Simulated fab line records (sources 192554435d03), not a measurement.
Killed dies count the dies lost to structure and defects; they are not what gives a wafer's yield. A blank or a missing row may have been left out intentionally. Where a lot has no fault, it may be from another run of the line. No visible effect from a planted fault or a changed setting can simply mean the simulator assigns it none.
Matching of chambers -- flow n5_finfet -- N5_BEOL_M0_SAQP_PECVD_96 on pecvd-03 has 3 sister chambers
The step deposits a-Si from SiH4/He, target thk 45 nm, time 45.2 s. 14 wafers are shown with their chamber, then 7 later ones without.

## EACH WAFER AND ITS CHAMBER
wafer,chamber,showerhead_plenum_p_Torr (Torr),throttle_valve_pct (%),heater_power_w (W)
L074.2,1,5.61,18.7,752
L074.3,0,5.70,18.1,619
L074.6,1,5.62,19.1,761
L077.2,2,5.61,18.6,651
L077.4,0,5.69,18.0,720
L077.5,1,5.62,18.5,788
L078.2,0,5.70,18.1,644
L078.5,1,5.62,18.8,759
L078.6,2,5.62,18.5,658
L085.3,0,5.71,17.8,714
L085.5,0,5.71,17.9,709
L085.6,1,5.63,18.9,759
L087.1,2,5.62,18.3,590
L087.5,1,5.63,18.6,793

SIGNATURES (means of the wafers above)
reading,chamber 0,chamber 1,chamber 2,scatter within a chamber
showerhead_plenum_p_Torr,5.7020,5.6217,5.6167,0.00757
throttle_valve_pct,17.980,18.767,18.467,0.178
heater_power_w,681.20,768.67,633.00,34.2
Rule: a wafer's distance from a chamber is the root of the sum, over the readings, of the square of ((its reading less the chamber's mean) divided by the reading's scatter). The wafer belongs to the nearest chamber; if the next one is less than 2 further off, it can't be placed. How the scatter is found: for the shown wafers, subtract from each reading the mean of its chamber, square and add these, divide the total by (wafers less chambers), then take the root.

## WAFERS MISSING THEIR CHAMBER
wafer,showerhead_plenum_p_Torr (Torr),throttle_valve_pct (%),heater_power_w (W)
L087.6,5.71,17.9,676
L088.1,5.63,19.0,764
L088.2,5.71,17.8,651
L088.4,5.62,19.0,775
L093.4,5.70,17.9,710
L093.5,5.64,19.0,730
L093.6,5.71,17.9,702

## THE CHAMBER EACH PASSED THROUGH
wafer,from the rows above,in truth
L087.6,0,0
L088.1,1,1
L088.2,0,0
L088.4,1,1
L093.4,0,0
L093.5,1,1
L093.6,0,0
Correctly placed: 7 of 7. Left unplaced by these rows: 0. Placed wrongly: 0.
